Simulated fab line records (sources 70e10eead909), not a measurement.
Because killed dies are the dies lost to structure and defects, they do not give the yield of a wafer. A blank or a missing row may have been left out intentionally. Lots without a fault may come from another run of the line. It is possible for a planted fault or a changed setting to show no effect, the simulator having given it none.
A lot that was struck, set against a sound lot | flow nandHarc | 13 out of 1302 route steps
Sound: the wafers L927.2, L927.4, L927.5. Wafers L923.5, L923.6 were the ones struck. The cause comes at the end.
At each step with rows: each side's tool, then ch and its chambers, then its first start. Under that, the readings that differ: sound wafers | struck wafers | difference of the means | sigmas: that difference in standard deviations of wafers without a fault.
alike: readings with means less than 2 such deviations apart, plus words and numbers identical on both sides. not compared: withheld readings, readings lacking a value on some wafer, bounds such as >300 that could conceal the same value, and numbers that have no deviation in the record and whose values overlap.
A row with sigmas, a row that says differs or no value, or rows on one side alone: a step with any of these is where the two part. When numbers do not overlap yet have no deviation, they are printed without sigmas and do not part them. Lack of a reading on every wafer of one side parts them only where that side has two or more wafers.

first, 2 steps without rows for these wafers: NHARC_A_ONON_D1_ANNEAL_15 (time 3600 s); NHARC_A_ONON_D1_DEP_16 (target thk 1000 nm).
NHARC_A_ONON_D1_THK_MEAS_18: measures by ellipsometry.
  struck on filmMetro-01, day 14 04:59; sound on filmMetro-02, day 15 14:18
  alike: thkNm
then, no rows for these wafers at 1 step: NHARC_A_ONON_D1_DEP_19 (target thk 1000 nm).
NHARC_A_ONON_D1_THK_MEAS_21: measures by ellipsometry.
  struck on filmMetro-02, day 14 05:33; sound on filmMetro-01, day 15 14:52
reading    | sound       | struck    | difference | sigmas
thkNm (nm) | 997 995 996 | 1012 1011 | +16        | +2
then, no rows for these wafers at 1 step: NHARC_A_ONON_D1_DEP_22 (target thk 1000 nm).
NHARC_A_ONON_D1_THK_MEAS_24: measures by ellipsometry.
  struck on filmMetro-02, day 14 06:07; sound on filmMetro-02, day 15 15:26
reading    | sound          | struck  | difference | sigmas
thkNm (nm) | 1010 1008 1012 | 985 985 | -25        | -2
then, no rows for these wafers at 1 step: NHARC_A_ONON_D1_DEP_25 (target thk 1000 nm).
NHARC_A_ONON_D1_THK_MEAS_27: measures by ellipsometry.
  struck on filmMetro-01, day 14 06:41; sound on filmMetro-01, day 15 16:00
  alike: thkNm
then, no rows for these wafers at 1 step: NHARC_A_ONON_D1_DEP_28 (target thk 1000 nm).
NHARC_A_ONON_D1_THK_MEAS_30: measures by ellipsometry.
  struck on filmMetro-01, day 14 07:16; sound on filmMetro-02, day 15 16:34
  alike: thkNm
NHARC_A_ONON_D1_DEP_33: deposits SiO2, target thk 200 nm.
  sound on pecvd-01 ch 0,2, day 15 16:43; struck on pecvd-03 ch 0,2, day 14 07:29
  alike: heaterPowerW, throttleValvePct
NHARC_A_ONON_D1_THK_MEAS_34: measures by ellipsometry.
  struck on filmMetro-02, day 14 07:54; sound on filmMetro-02, day 15 17:02
reading    | sound       | struck  | difference | sigmas
thkNm (nm) | 200 201 202 | 260 259 | +58        | +19
  not compared: hold

== WHERE THEY PART ==
Last at NHARC_A_ONON_D1_THK_MEAS_34 as far as this record goes, first at NHARC_A_ONON_D1_THK_MEAS_21.

WHY: whatever the simulator had introduced
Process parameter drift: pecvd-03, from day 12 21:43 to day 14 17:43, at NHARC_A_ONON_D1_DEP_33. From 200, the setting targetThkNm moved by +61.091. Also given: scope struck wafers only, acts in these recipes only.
